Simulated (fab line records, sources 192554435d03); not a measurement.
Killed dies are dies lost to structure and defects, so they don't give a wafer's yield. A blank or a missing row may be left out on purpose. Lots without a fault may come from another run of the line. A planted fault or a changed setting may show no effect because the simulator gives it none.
Which tool did it? | flow n5_finfet | 10 lots, 30 wafers sampled, at 3 steps of a route of 1938

WHAT THE GAUGES READ, wafer by wafer
N5_BEOL_M7_OVL_MEAS_29. Usual: V6_OVL 0.2 nm, standard deviation 0.67.
lot  | measured     | on         | V6_OVL (nm)    | flag
L650 | day 9 18:50  | overlay-02 | 0.9 -0.6 1.0   |
L652 | day 10 00:52 | overlay-01 | 0.8 0.1 -0.4   |
L651 | day 10 01:01 | overlay-02 | 0.7 0.4 -0.1   |
L653 | day 10 13:37 | overlay-01 | -0.4 -1.2 -0.3 |
L666 | day 13 13:47 | overlay-01 | -0.6 -2.1 -0.5 |
L665 | day 13 20:28 | overlay-02 | 0.3 0.6 0.4    |
L667 | day 14 13:37 | overlay-02 | 0.6 0.3 0.7    |
L668 | day 14 17:37 | overlay-02 | 0.0 -1.1 -0.1  |
L669 | day 14 19:58 | overlay-02 | 0.0 0.0 1.7    |
L670 | day 15 05:39 | overlay-01 | 0.7 0.0 0.6    |

WHICH TOOL RAN EACH LOT (tool, then ch and the chambers of the sampled wafers, then the start)
lot  | N5_BEOL_M7_DESCUM_16               | N5_BEOL_M7_STRIP_67
L650 | rie_diel-03 ch 0,1,3, day 9 17:46  | rie_diel-03 ch 0,1,3, day 9 18:01
L652 | rie_diel-02 ch 0,2, day 9 22:41    | rie_diel-02 ch 0,2, day 9 22:55
L651 | rie_diel-01 ch 0,1,3, day 9 22:54  | rie_diel-01 ch 0,1,3, day 9 23:08
L653 | rie_diel-01 ch 1,2,3, day 10 12:35 | rie_diel-01 ch 1,2,3, day 10 12:50
L666 | rie_diel-02 ch 1,2, day 13 12:32   | rie_diel-02 ch 1,2, day 13 12:47
L665 | rie_diel-03 ch 1,2, day 13 19:36   | rie_diel-03 ch 1,2, day 13 19:50
L667 | rie_diel-01 ch 0,1,2, day 14 09:23 | rie_diel-01 ch 0,1,2, day 14 09:37
L668 | rie_diel-02 ch 0,2,3, day 14 14:50 | rie_diel-02 ch 0,2,3, day 14 15:05
L669 | rie_diel-03 ch 1,2,3, day 14 19:02 | rie_diel-03 ch 1,2,3, day 14 19:17
L670 | rie_diel-01 ch 0,2, day 15 04:28   | rie_diel-01 ch 0,2, day 15 04:41
- N5_BEOL_M7_DESCUM_16: chemistry O2, time 7.9 s.
- N5_BEOL_M7_STRIP_67: strips in CF4.

WHAT THE TOOLS THEMSELVES READ (means of the sampled wafers that have a number; where no wafer has one, the mark that the record gives instead)
N5_BEOL_M7_DESCUM_16. Usual: drypump_motor_current_A 5.7 A, standard deviation 0.51; o2_flow_sccm 225.0 sccm, standard deviation 0.68; oes_product_au 0.82 a.u., standard deviation 0.07; rf_vpp_V 243.5 V, standard deviation 1.3; showerhead_plenum_p_Torr 2.12 Torr, standard deviation 0.065; throttle_valve_pct 20.33 %, standard deviation 0.18.
lot  | tool        | drypump_motor_current_A (A) | o2_flow_sccm (sccm) | oes_product_au (a.u.) | rf_vpp_V (V) | showerhead_plenum_p_Torr (Torr) | throttle_valve_pct (%) | flag
L650 | rie_diel-03 | 6.0                         | 225.2               | 0.85                  | 243.6        | 2.11                            | 20.25                  |
L652 | rie_diel-02 | 5.7                         | 224.5               | 0.77                  | 243.7        | 2.12                            | 20.18                  |
L651 | rie_diel-01 | 5.7                         | 224.9               | 0.83                  | 243.9        | 2.15                            | 20.43                  |
L653 | rie_diel-01 | 5.4                         | 225.0               | 0.82                  | 243.3        | 2.09                            | 20.32                  |
L666 | rie_diel-02 | 5.3                         | 225.3               | 0.82                  | 242.5        | 2.03                            | 20.50                  |
L665 | rie_diel-03 | 6.5                         | 225.5               | 0.74                  | 244.2        | 2.16                            | 20.43                  |
L667 | rie_diel-01 | 5.5                         | 224.2               | 0.77                  | 243.9        | 2.11                            | 20.42                  |
L668 | rie_diel-02 | 5.3                         | 225.3               | 0.80                  | 243.5        | 2.10                            | 20.29                  |
L669 | rie_diel-03 | 6.3                         | 225.0               | 0.78                  | 243.9        | 2.15                            | 20.39                  |
L670 | rie_diel-01 | 5.2                         | 224.9               | 0.79                  | 243.5        | 2.08                            | 20.35                  |

N5_BEOL_M7_STRIP_67. Usual: drypump_motor_current_A 5.7 A, standard deviation 0.51; oes_product_au 0.81 a.u., standard deviation 0.067; rf_vpp_V 271.6 V, standard deviation 1.5; showerhead_plenum_p_Torr 1.81 Torr, standard deviation 0.053; throttle_valve_pct 13.48 %, standard deviation 0.19.
lot  | tool        | drypump_motor_current_A (A) | oes_product_au (a.u.) | rf_vpp_V (V) | showerhead_plenum_p_Torr (Torr) | throttle_valve_pct (%) | flag
L650 | rie_diel-03 | 6.0                         | 0.85                  | 271.6        | 1.80                            | 13.37                  |
L652 | rie_diel-02 | 5.7                         | 0.78                  | 271.2        | 1.82                            | 13.38                  |
L651 | rie_diel-01 | 5.7                         | 0.82                  | 272.4        | 1.84                            | 13.55                  |
L653 | rie_diel-01 | 5.3                         | 0.81                  | 271.4        | 1.79                            | 13.47                  |
L666 | rie_diel-02 | 5.3                         | 0.82                  | 269.7        | 1.74                            | 13.61                  |
L665 | rie_diel-03 | 6.5                         | 0.74                  | 272.7        | 1.85                            | 13.67                  |
L667 | rie_diel-01 | 5.5                         | 0.77                  | 272.7        | 1.80                            | 13.56                  |
L668 | rie_diel-02 | 5.3                         | 0.80                  | 271.5        | 1.80                            | 13.46                  |
L669 | rie_diel-03 | 6.2                         | 0.79                  | 272.9        | 1.84                            | 13.58                  |
L670 | rie_diel-01 | 5.2                         | 0.79                  | 270.9        | 1.78                            | 13.51                  |

THE ANSWER, worked out from the rows above alone
Rule: a lot is off if the mean of its wafers that have a number lies more than 3 standard deviations from the usual mean. A lot without any number at a reading at which 4 lots or more have one is off too. The other lots that the step has rows for count as sound. The gauges are gone through in route order, then the tools' own readings, and for those a lot's mean is taken as printed above. The first step at which some lot is off is used, and at that step the reading that is off furthest; a lot without a number counts as furthest.
No lot is off at any reading shown: from this, nothing can be told.

WHAT THE SIMULATOR HAD PUT IN
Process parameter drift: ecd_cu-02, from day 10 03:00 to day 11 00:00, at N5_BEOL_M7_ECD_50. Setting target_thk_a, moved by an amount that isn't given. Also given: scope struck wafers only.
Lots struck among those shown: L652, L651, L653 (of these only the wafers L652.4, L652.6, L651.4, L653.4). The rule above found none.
